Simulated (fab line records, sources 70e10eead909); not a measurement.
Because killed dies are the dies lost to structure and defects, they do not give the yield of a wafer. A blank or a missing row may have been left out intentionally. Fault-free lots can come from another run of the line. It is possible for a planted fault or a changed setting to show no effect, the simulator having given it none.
Code-filled problem report in 8D (eight disciplines) form || flow nandHarc || the parts of the form that need people (team, actions taken, sign-off) are left out

== 1. PROBLEM STATEMENT ==
Mean of thkNm at NHARC_A_ONON_D1_THK_MEAS_27: 1809 nm across 4 wafers in 3 lots; on wafers with no fault it is 999 nm (standard deviation 8.2). Measured from the usual mean, that is +99 standard deviations.
The step: measures by ellipsometry.
The first sign was on wafer L448.6 at day 13 10:04, on filmMetro-02. Wafers with a number at this step in the record: 37, from 13 lots. Rule for "out", or "out of limits": more than 4 standard deviations from the usual mean. The rest of the wafers with a number are treated as sound.

== 2. WHAT IT IS, AND WHAT IT ISN'T ==
{"question": "which readings at this step", "is": "thkNm", "is not": "-"}
{"question": "which lots", "is": "L448, L449, L451", "is not": "L435, L439, L440, L441, L442, L444, L445, L456, L457, L458"}
{"question": "which wafers of those lots", "is": "L448.6, L449.6, L451.2, L451.6", "is not": "L448.3, L449.3, L449.4"}
{"question": "read on which gauges", "is": "filmMetro-01, filmMetro-02", "is not": "-"}
{"question": "when", "is": "from day 13 10:04", "is not": "up to then (22 sound wafers); but 11 sound wafers of L449, L456, L457, L458 came after"}

== 3. THE SUSPECTS, EACH WITH WHAT RULES IT OUT ==
Counting: a tool at a process step up to the reading stays a suspect if it ran every lot that is out. Sound lots after the first of them don't rule it out here, since some wafers of a struck lot are sound.
- the gauge at NHARC_A_ONON_D1_THK_MEAS_27 has been ruled out. The wafers that are out were read on 2 gauges (filmMetro-01, filmMetro-02).
- pecvdOnon-02 at NHARC_A_ONON_D1_DEP_25 (target thk 1000 nm): kept. Every lot that is out went through it, the first being L448 (day 13 09:40); the last sound lot it ran before that was L444 (day 12 04:32).
After counting, what remains is pecvdOnon-02 at NHARC_A_ONON_D1_DEP_25.

== 4. THE CAUSE (what the simulator had put in) ==
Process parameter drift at NHARC_A_ONON_D1_DEP_25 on pecvdOnon-02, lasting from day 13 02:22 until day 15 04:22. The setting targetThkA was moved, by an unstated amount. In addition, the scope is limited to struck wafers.
Counting left only this tool.

== 5. THE EFFECT CHAIN, in route order ==
Each row: a reading where the mean over the struck wafers with a number is more than 3 standard deviations away from the usual. Scope: only readings with a usual standard deviation given in the record; hours: median across lots of the time from each lot's start at the first step in this table that gives one to its start at this step; sigmas: change in usual standard deviations.
{"hours": 0, "step": "NHARC_A_ONON_D1_THK_MEAS_27", "reading": "thkNm", "usual": "999 nm", "on struck wafers": 1809, "change": "+810", "sigmas": "+99"}
{"hours": 383, "step": "NHARC_END_SORT_01", "reading": "killedAtArray", "usual": 52, "on struck wafers": 672, "change": "+620", "sigmas": "+36"}
{"hours": 383, "step": "NHARC_END_SORT_01", "reading": "killedDies", "usual": 57, "on struck wafers": 677, "change": "+620", "sigmas": "+39"}

== 6. WHAT WOULD HAVE CAUGHT IT SOONER ==
The first out-of-limits reading at a measuring or inspecting step in this record came at day 13 10:04, 8 hours after the fault's start at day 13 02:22.
Lots out: 3; of these, L449, L451 started NHARC_A_ONON_D1_DEP_25 on pecvdOnon-02 after day 13 10:04. A hold on the tool at that time would have spared those 2.
